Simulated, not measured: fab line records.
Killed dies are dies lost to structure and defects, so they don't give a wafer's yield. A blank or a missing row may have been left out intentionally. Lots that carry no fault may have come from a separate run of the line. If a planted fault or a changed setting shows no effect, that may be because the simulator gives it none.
Struck lot and sound lot, side by side | flow n5Finfet | 14 steps out of a route of 1938
Sound: the wafers L431.2, L431.4, L431.5. Struck: wafers L442.2, L442.3, L442.4. The cause is named last.
Order at every step that has rows: each side's tool, ch and its chambers, its first start. Under that, the readings that differ: sound wafers | struck wafers | difference of the means | sigmas: that difference in standard deviations of wafers without a fault.
alike: readings with means less than 2 such deviations apart, plus words and numbers identical on both sides. not compared: withheld readings, readings lacking a value on some wafer, bounds such as >300 that could conceal the same value, and numbers that have no deviation in the record and whose values overlap.
The two part at a step that has a row with sigmas, a row that says differs or no value, or rows on one side only. Non-overlapping numbers with no deviation appear without sigmas and do not part them. Lack of a reading on every wafer of one side parts them only where that side has two or more wafers.

first, 2 steps without rows for these wafers: N5_BEOL_M1_STRIP_65 (strips in N2/H2); N5_BEOL_M1_STRIP_75 (strips in N2/H2).
N5_BEOL_M1_STRIP_66: strips in CF4.
  sound on rieDiel-05 ch 0,2,3, day 7 09:31; struck on rieDiel-05 ch 0,1,2, day 10 12:51
  alike: drypumpMotorCurrentA, oesProductAu, rfVppV, showerheadPlenumPTorr, throttleValvePct
  not compared: rfHoursCounterH
N5_BEOL_M1_HM_OPEN_17: chemistry Cl2/BCl3, target TiN, target depth 20 nm, overetch 6 nm.
  sound on rieMetal-01 ch 0,1, day 7 09:34; struck on rieMetal-02 ch 0,1, day 10 12:53
  alike: drypumpMotorCurrentA, heBacksideLeakSccm, oesProductAu, throttleValvePct
  not compared: rfHoursCounterH
N5_BEOL_M1_STRIP_19: strips in O2.
  sound on rieDiel-05 ch 0,1,2, day 7 09:41; struck on rieDiel-06 ch 0,2,3, day 10 13:05
  alike: drypumpMotorCurrentA, oesProductAu, rfVppV, showerheadPlenumPTorr, tempC, throttleValvePct
  not compared: rfHoursCounterH
N5_BEOL_M1_CD_MEAS_18: pitch 36 nm, target cd 18 nm.
  struck on cdSem-01, day 10 13:09; sound on cdSem-03, day 7 09:45
  alike: cdNm
then, 6 steps without rows for these wafers: N5_BEOL_M1_COAT_67 (time 60 s, resist thk 60 nm); N5_BEOL_M1_COAT_68 (time 60 s, resist thk 12 nm); N5_BEOL_M1_COAT_76 (time 60 s, resist thk 5 nm); N5_BEOL_M1_COAT_22 (resist thk 30 nm); N5_BEOL_M1_EBR_24; N5_BEOL_M1_SOFTBAKE_23 (time 60 s).
N5_BEOL_M1_EXPOSE_25: exposes mask V0, defocus 5 nm, target cd 24 nm.
  sound on euvScanner-02 ch 0, day 7 10:07; struck on euvScanner-02, day 10 13:28
  no value came back on the struck wafers for dipoleOpeningDeg (degrees), exposureDoseMJCm2, stageMsdNm (nm); on the sound wafers dipoleOpeningDeg (degrees) reads 30 30 30
  alike: mask
then, 1 step without rows for these wafers: N5_BEOL_M1_PEB_26 (peb time 60 s).

WHERE THEY PART
N5_BEOL_M1_EXPOSE_25 only, going by this record.

WHY: what had been put in by the simulator
At N5_BEOL_M1_EXPOSE_25, the step was skipped entirely on euvScanner-02 from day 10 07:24 on. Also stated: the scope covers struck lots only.
